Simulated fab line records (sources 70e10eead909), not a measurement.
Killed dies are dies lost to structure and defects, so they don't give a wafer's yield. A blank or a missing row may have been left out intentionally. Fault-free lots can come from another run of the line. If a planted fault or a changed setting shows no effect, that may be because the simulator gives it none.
fab line records ; flow nandHarc
record: lots: 13; wafers: 39; lastDay: 33
route steps=1302 shown A_WL_FILL@957 A_CONTACT@983 END@1302
lots that met no fault: from a run of the same line without faults
startH: hours from the record's first day to the start of the lot's first wafer shown ; waitH: hours elapsed since this lot's preceding step ; " repeats the value in the row above ; L1.1+2: one row covering several wafers at once ; - no value, or no start was given ; * or withheld: withheld ; < > ~ a bound
route shown NAME@n: a module of which the file shows steps, and the number in the route of the first ; usual: mean/standard deviation taken from wafers without a fault ; same: alike in all rows ; chamber/n: place in a boat ; sites: per-site readings ; _std_site: how widely they spread, as a standard deviation ; _edge_site: the outer-site mean with the inner-site mean subtracted ; radiusMm: for every site, how far away it sits from the centre of the wafer ; mask NAME#n: copy n ; behind: the last tool/chamber to shape the wafer ; hold: why the lot went on hold/how many hours it stayed there/how the hold came to an end ; device: transistor that didn't switch, given as n, p or np ; end of line: the same wafers' tests at the end of the route ; a step given without rows: its recipe and nothing more ; killed: the dies lost at the first sort to structure and to defects; this is not the yield of the wafer ; map: a wafer's dies, x killed, . not, _ none there
set.NAME: the setting as run; set.NAME@STEP: as run at that earlier step ; model.NAME: the simulator's own value behind a step, which no gauge read
steps of the route over a sample of lots; a table a step, a row a wafer
services: when a tool's chamber went out of use (startH, in hours from the record's first day, below 0 if earlier), for how many hours, and the reason
== steps ==
step: NHARC_A_WL_FILL_ETCHBACK_04
recipe: targetDepthA: 600; timeS: 120; chemistry: NF3
usual: drypumpMotorCurrentA: 5.3/0.34; oesProductAu: 1.001/0.0061
lot.wafer;tool;chamber;startH;waitH;drypumpMotorCurrentA;oesProductAu;rfHoursCounterH
L186.2;rieMetal-01;0;470.03;0.3;5.2;1.004;0.5
L186.3;rieMetal-01;0;470.03;0.3;5.2;0.994;-
L186.6;rieMetal-01;1;470.03;0.3;5.7;1.000;-
L187.4;rieMetal-01;1;478.32;0.3;5.6;1.005;-
L187.6;rieMetal-01;1;478.32;0.3;5.6;1.002;-
L187.5;rieMetal-01;0;478.32;0.3;5.2;1.003;-
L188.2;rieMetal-01;0;495.72;0.3;5.2;1.009;1.1
L188.3;rieMetal-01;0;495.72;0.3;5.2;1.003;-
L188.6;rieMetal-01;1;495.72;0.3;5.6;0.997;-
L189.2;rieMetal-03;0;495.78;0.3;5.6;1.005;2.6
L189.4;rieMetal-03;0;495.78;0.3;5.6;0.998;-
L189.5;rieMetal-03;1;495.78;0.3;5.2;1.004;-
L200.2;rieMetal-02;0;617.72;0.3;4.6;0.998;2.9
L200.3;rieMetal-02;1;617.72;0.3;5.1;1.005;-
L200.6;rieMetal-02;1;617.72;0.3;5.1;1.004;-
L202.2;rieMetal-03;0;621.28;0.3;5.6;0.992;1.1
L202.1;rieMetal-03;1;621.28;0.3;5.2;0.998;1.1
L202.5;rieMetal-03;1;621.28;0.3;5.2;0.999;-
L203.2;rieMetal-01;0;625.19;0.3;5.2;0.997;0.7
L203.4;rieMetal-01;1;625.19;0.3;5.7;1.010;-
L203.5;rieMetal-01;1;625.19;0.3;5.7;1.000;-
L204.1;rieMetal-02;1;642.86;0.4;5.1;0.996;0.0
L204.3;rieMetal-02;0;642.86;0.4;4.6;1.009;-
L204.5;rieMetal-02;1;642.86;0.4;5.1;0.992;-
L206.2;rieMetal-01;1;658.87;0.3;5.6;1.005;1.3
L206.1;rieMetal-01;0;658.87;0.3;5.2;1.002;1.3
L206.3;rieMetal-01;1;658.87;0.3;5.6;1.004;-
L205.2;rieMetal-02;1;662.22;0.3;5.1;1.000;0.5
L205.1;rieMetal-02;0;662.22;0.3;4.6;1.004;0.5
L205.4;rieMetal-02;0;662.22;0.3;4.6;1.012;-
L207.1;rieMetal-03;1;679.73;0.3;5.2;1.001;2.1
L207.3;rieMetal-03;1;679.73;0.3;5.2;0.999;-
L207.4;rieMetal-03;0;679.73;0.3;5.6;1.001;-
L208.2;rieMetal-01;1;690.26;0.3;5.7;1.000;1.6
L208.4;rieMetal-01;1;690.26;0.3;5.7;1.000;-
L208.6;rieMetal-01;0;690.26;0.3;5.2;0.996;-
L209.1;rieMetal-03;1;690.40;0.3;5.2;1.004;2.4
L209.4;rieMetal-03;1;690.40;0.3;5.2;0.999;-
L209.3;rieMetal-03;0;690.40;0.3;5.6;1.016;-
step: NHARC_A_WL_FILL_ALD_19
recipe: targetThkA: 20; pulseTimeS: 3; aldCycles: 100; tempC: 450; material: TiN
usual: heaterPowerW: 1082/91; precursorPulseHeightRel: 0.997/0.021
lot.wafer;tool;chamber;startH;waitH;heaterPowerW;precursorPulseHeightRel
L186.3;aldMetal-04;3;492.11;0.1;909;1.019
L186.2;aldMetal-04;1;492.11;0.1;1111;1.003
L186.6;aldMetal-04;0;492.11;0.1;1097;0.999
L187.4;aldMetal-02;2;494.37;0.1;1061;0.979
L187.6;aldMetal-02;1;494.37;0.1;1181;1.019
L187.5;aldMetal-02;2;494.37;0.1;1082;1.011
L188.3;aldMetal-02;0;511.75;0.1;1084;1.022
L188.2;aldMetal-02;1;511.75;0.1;1206;1.011
L188.6;aldMetal-02;3;511.75;0.1;971;0.972
L189.2;aldMetal-01;2;511.75;0.1;948;0.995
L189.4;aldMetal-01;0;511.75;0.1;1149;0.966
L189.5;aldMetal-01;1;511.75;0.1;986;0.996
L200.3;aldMetal-01;0;633.69;0.1;1199;1.006
L200.2;aldMetal-01;1;633.69;0.1;1027;0.991
L200.6;aldMetal-01;0;633.69;0.1;1190;1.003
L202.2;aldMetal-04;2;637.26;0.1;1224;0.975
L202.1;aldMetal-04;0;637.26;0.1;1092;0.996
L202.5;aldMetal-04;2;637.26;0.1;1211;1.002
L203.4;aldMetal-04;0;643.08;0.1;1139;1.001
L203.2;aldMetal-04;3;643.08;0.1;935;0.971
L203.5;aldMetal-04;1;643.08;0.1;1147;0.966
L204.1;aldMetal-02;3;662.04;0.1;877;0.997
L204.3;aldMetal-02;0;662.04;0.1;1095;1.006
L204.5;aldMetal-02;1;662.04;0.1;1238;1.015
L206.1;aldMetal-02;0;676.53;0.1;1064;1.023
L206.2;aldMetal-02;1;676.53;0.1;1241;0.980
L206.3;aldMetal-02;2;676.53;0.1;1070;0.979
L205.4;aldMetal-01;2;676.58;0.1;1049;0.974
L205.1;aldMetal-01;3;676.58;0.1;1087;0.991
L205.2;aldMetal-01;0;676.58;0.1;1181;1.031
L207.3;aldMetal-01;1;695.75;0.1;1035;0.979
L207.1;aldMetal-01;2;695.75;0.1;1056;0.999
L207.4;aldMetal-01;3;695.75;0.1;1091;1.002
L208.4;aldMetal-02;1;707.70;0.1;1289;1.030
L208.2;aldMetal-02;3;707.70;0.1;905;1.000
L208.6;aldMetal-02;1;707.70;0.1;1236;1.010
L209.3;aldMetal-04;0;707.70;0.1;1072;1.021
L209.1;aldMetal-04;1;707.70;0.1;1094;1.026
L209.4;aldMetal-04;2;707.70;0.1;1256;0.989
step: NHARC_A_CONTACT_DEP_24
recipe: targetThkA: 5000; tempC: 400; pressureTorr: 6.5; rfW: 900; teosFlowSccm: 161.4; flowSccm: 2650; targetThkNm: 500; gas: O2; material: SiO2
usual: chamberPressureTorr: 6.500/0.014; heaterPowerW: 585/92; showerheadVppV: 1847/73; throttleValvePct: 15.9/0.5
lot.wafer;tool;chamber;startH;waitH;chamberPressureTorr;heaterPowerW;showerheadVppV;throttleValvePct
L186.3;pecvd-02;2;493.05;0.1;6.500;708;1954;16.3
L186.2;pecvd-02;1;493.05;0.1;6.505;432;1893;16.6
L186.6;pecvd-02;0;493.05;0.1;6.490;555;1785;15.9
L187.6;pecvd-03;2;495.48;0.2;6.502;516;1783;16.1
L187.5;pecvd-03;0;495.48;0.2;6.502;610;1844;15.1
L187.4;pecvd-03;1;495.48;0.2;6.515;465;1922;15.7
L188.3;pecvd-01;0;512.64;0.1;6.517;616;1888;16.7
L188.2;pecvd-01;1;512.64;0.1;6.476;665;1738;15.6
L188.6;pecvd-01;1;512.64;0.1;6.497;506;1702;15.9
L188.3;pecvd-01;0;513.24;-;6.518;609;1893;16.4
L188.2;pecvd-01;1;513.24;-;6.500;640;1717;15.6
L188.6;pecvd-01;1;513.24;-;6.493;502;1732;15.5
L189.2;pecvd-03;1;512.68;0.1;6.515;470;1891;15.9
L189.5;pecvd-03;1;512.68;0.1;6.495;480;1921;15.4
L189.4;pecvd-03;0;512.68;0.1;6.508;544;1816;15.4
L189.2;pecvd-03;1;513.28;-;6.484;458;1904;15.5
L189.5;pecvd-03;1;513.28;-;6.503;495;1905;15.4
L189.4;pecvd-03;0;513.28;-;6.491;562;1864;15.7
L200.3;pecvd-02;0;634.60;0.1;6.505;499;1779;15.7
L200.2;pecvd-02;1;634.60;0.1;6.500;496;1910;16.1
L200.6;pecvd-02;1;634.60;0.1;6.492;520;1899;16.4
L202.2;pecvd-01;0;638.97;0.1;6.511;697;1865;16.9
L202.1;pecvd-01;1;638.97;0.1;6.486;544;1705;15.9
L202.5;pecvd-01;1;638.97;0.1;6.468;579;1729;15.7
L203.2;pecvd-02;0;644.13;0.2;6.497;495;1776;16.1
L203.5;pecvd-02;1;644.13;0.2;6.509;584;1898;16.1
L203.4;pecvd-02;2;644.13;0.2;6.497;620;1947;16.6
L204.3;pecvd-03;2;663.00;0.1;6.500;564;1771;15.7
L204.1;pecvd-03;0;663.00;0.1;6.492;489;1863;15.4
L204.5;pecvd-03;2;663.00;0.1;6.464;579;1799;15.7
L206.2;pecvd-02;0;677.97;0.2;6.482;544;1738;15.8
L206.3;pecvd-02;1;677.97;0.2;6.481;512;1934;16.1
L206.1;pecvd-02;2;677.97;0.2;6.493;699;1954;16.1
L205.2;pecvd-03;2;678.04;0.2;6.493;506;1797;15.5
L205.1;pecvd-03;1;678.04;0.2;6.520;386;1906;15.8
L205.4;pecvd-03;2;678.04;0.2;6.490;530;1781;15.6
L207.1;pecvd-01;0;696.67;0.1;6.497;685;1871;16.5
L207.3;pecvd-01;1;696.67;0.1;6.503;507;1722;15.1
L207.4;pecvd-01;1;696.67;0.1;6.519;542;1734;15.2
L209.1;pecvd-03;2;708.71;0.2;6.523;564;1806;15.6
L209.4;pecvd-03;0;708.71;0.2;6.502;578;1861;15.3
L209.3;pecvd-03;2;708.71;0.2;6.496;572;1794;15.4
L208.2;pecvd-01;2;708.75;0.2;6.492;654;1893;15.4
L208.4;pecvd-01;0;708.75;0.2;6.499;651;1888;16.4
L208.6;pecvd-01;2;708.75;0.2;6.502;702;1903;15.4
step: NHARC_A_CONTACT_DEP_28
recipe: targetThkA: 70000; tempC: 400; material: aC
usual: throttleValvePct: 35.000/0.0089
lot.wafer;tool;chamber;startH;waitH;throttleValvePct
L186.2;aclDep-01;0;498.49;4.9;34.994
L186.3;aclDep-01;0;498.49;4.9;35.000
L186.6;aclDep-01;0;501.35;7.7;35.008
L187.4;aclDep-03;0;499.94;4.1;35.004
L187.5;aclDep-03;0;499.94;4.1;35.000
L187.6;aclDep-03;0;499.94;4.1;34.994
L188.2;aclDep-03;0;514.68;0.8;34.990
L188.3;aclDep-03;0;514.68;0.8;35.003
L188.6;aclDep-03;0;517.51;3.6;35.008
L189.2;aclDep-01;0;514.72;0.8;34.991
L189.4;aclDep-01;0;516.14;2.2;34.991
L189.5;aclDep-01;0;516.14;2.2;35.004
L200.2;aclDep-01;0;636.15;1.0;35.004
L200.3;aclDep-01;0;636.15;1.0;35.003
L200.6;aclDep-01;0;638.93;3.8;35.005
L202.1;aclDep-02;0;643.79;4.3;34.999
L202.2;aclDep-02;0;643.79;4.3;35.007
L202.5;aclDep-02;0;646.65;7.1;34.978
L203.2;aclDep-03;0;647.12;2.6;35.001
L203.4;aclDep-03;0;648.53;4.0;34.998
L203.5;aclDep-03;0;648.53;4.0;35.002
L204.1;aclDep-02;0;663.57;0.1;34.993
L204.3;aclDep-02;0;664.97;1.5;34.989
L204.5;aclDep-02;0;666.37;2.8;34.995
L206.1;aclDep-03;0;678.88;0.4;35.003
L206.2;aclDep-03;0;678.88;0.4;35.003
L206.3;aclDep-03;0;678.88;0.4;35.006
L205.1;aclDep-02;0;678.97;0.4;34.988
L205.2;aclDep-02;0;678.97;0.4;35.009
L205.4;aclDep-02;0;681.09;2.5;34.983
L207.1;aclDep-02;0;697.27;0.1;35.006
L207.3;aclDep-02;0;698.69;1.5;35.009
L207.4;aclDep-02;0;698.69;1.5;34.990
L208.2;aclDep-01;0;709.93;0.8;35.002
L208.4;aclDep-01;0;711.34;2.2;34.998
L208.6;aclDep-01;0;712.74;3.6;35.005
L209.1;aclDep-02;0;711.73;2.4;35.012
L209.3;aclDep-02;0;713.15;3.8;35.016
L209.4;aclDep-02;0;713.15;3.8;34.997
step: NHARC_END_SORT_01
recipe: tempC: 25
usual: killedAtArray: 55/17; killedAtOther: 1.1/1.4; killedAtPeriphery: 3.9/3; killedDies: 59/17; killedOpen: 3.5/2; killedShort: 2.6/1.6
same: grossDies: 677
lot.wafer;tool;chamber;startH;waitH;killedAtArray;killedAtOther;killedAtPeriphery;killedDies;killedOpen;killedShort
L202.1;prober-02;0;719.23;2.5;58;0;2;60;5;4
L202.2;prober-02;0;720.03;2.8;69;1;4;74;10;3
L202.5;prober-02;0;722.41;3.7;60;0;5;65;6;5
killed by level:class
L202.1 A_SLIT:chamberFilmFlake=30 A_CHANNEL_HOLE_D1:chamberFilmFlake=15 P_CONTACT:geometricParticle:short=2 A_STAIRCASE:chamberFilmFlake=2 A_ONON_D1:geometricParticle:open=1 A_CHANNEL_HOLE_D2:geometricParticle:short=1 A_SGD_CUT:geometricParticle:open=1 A_WL_FILL:geometricParticle:open=1
L202.2 A_SLIT:chamberFilmFlake=28 A_CHANNEL_HOLE_D1:chamberFilmFlake=27 A_CONTACT:chamberFilmFlake=4 P_M0:geometricParticle:open=2 A_CHANNEL_FILL_D1:geometricParticle:short=2 A_CHANNEL_FILL_D2:geometricParticle:open=2 P_M2:geometricParticle:open=1 A_SOURCE_PLATE:geometricParticle:open=1
L202.5 A_SLIT:chamberFilmFlake=29 A_CHANNEL_HOLE_D1:chamberFilmFlake=15 A_CONTACT:chamberFilmFlake=3 P_CONTACT:geometricParticle:short=2 P_CONTACT:geometricParticle:open=2 A_CHANNEL_HOLE_D2:chamberFilmFlake=2 A_STAIRCASE:chamberFilmFlake=2 A_ONON_D1:geometricParticle:open=1
== services ==
tool;chamber;startH;hours;kind
aldMetal-01;2;459.18;45.1;repair
aldMetal-04;-;474.00;10.0;pm
aclDep-03;-;484.85;13.0;pm
pecvd-01;-;492.00;13.0;pm
pecvd-02;-;510.23;2.5;repair
pecvd-01;2;516.36;5.9;repair
rieMetal-03;-;519.00;9.0;pm
aldMetal-04;3;523.84;3.2;repair
aldMetal-01;-;526.00;10.0;pm
aclDep-02;-;527.12;2.5;repair
pecvd-01;0;527.31;3.4;repair
pecvd-03;-;547.12;13.0;pm
aldMetal-02;-;547.94;0.4;repair
aclDep-01;-;551.26;13.0;pm
rieMetal-01;-;575.00;9.0;pm
pecvd-02;-;589.18;13.0;pm
aldMetal-02;-;610.00;10.0;pm
aclDep-02;-;610.81;13.0;pm
rieMetal-01;1;618.89;2.2;repair
aldMetal-02;1;623.12;24.7;repair
aldMetal-02;-;650.43;2.8;repair
pecvd-01;-;673.00;13.0;pm
pecvd-01;1;701.48;5.7;repair
rieMetal-01;-;703.91;0.8;repair
== key ==
firstSign: step: NHARC_A_CONTACT_DEP_24; reading: visit; direction: added
effect none on later readings
metAt NHARC_A_CONTACT_DEP_24
struckLots L188,L189
testerLeftOut L188,L189
notActingAt NHARC_A_WL_FILL_ETCHBACK_04,NHARC_A_WL_FILL_ALD_19,NHARC_A_CONTACT_DEP_28
fault: kind: repeatedStepWhole; tool: pecvd-01,pecvd-02,pecvd-03; chamber: -; onsetH: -; steps: NHARC_A_CONTACT_DEP_24; times: 1; scope: struckLotsOnly
testerLeftOut: of these lots the tester's yield and bins aren't shown, on N5 and GAA mostly nor the transistor test; their killed dies are dies lost to structure and defects alone, not to doping, threshold or leakage, so they don't give the yield
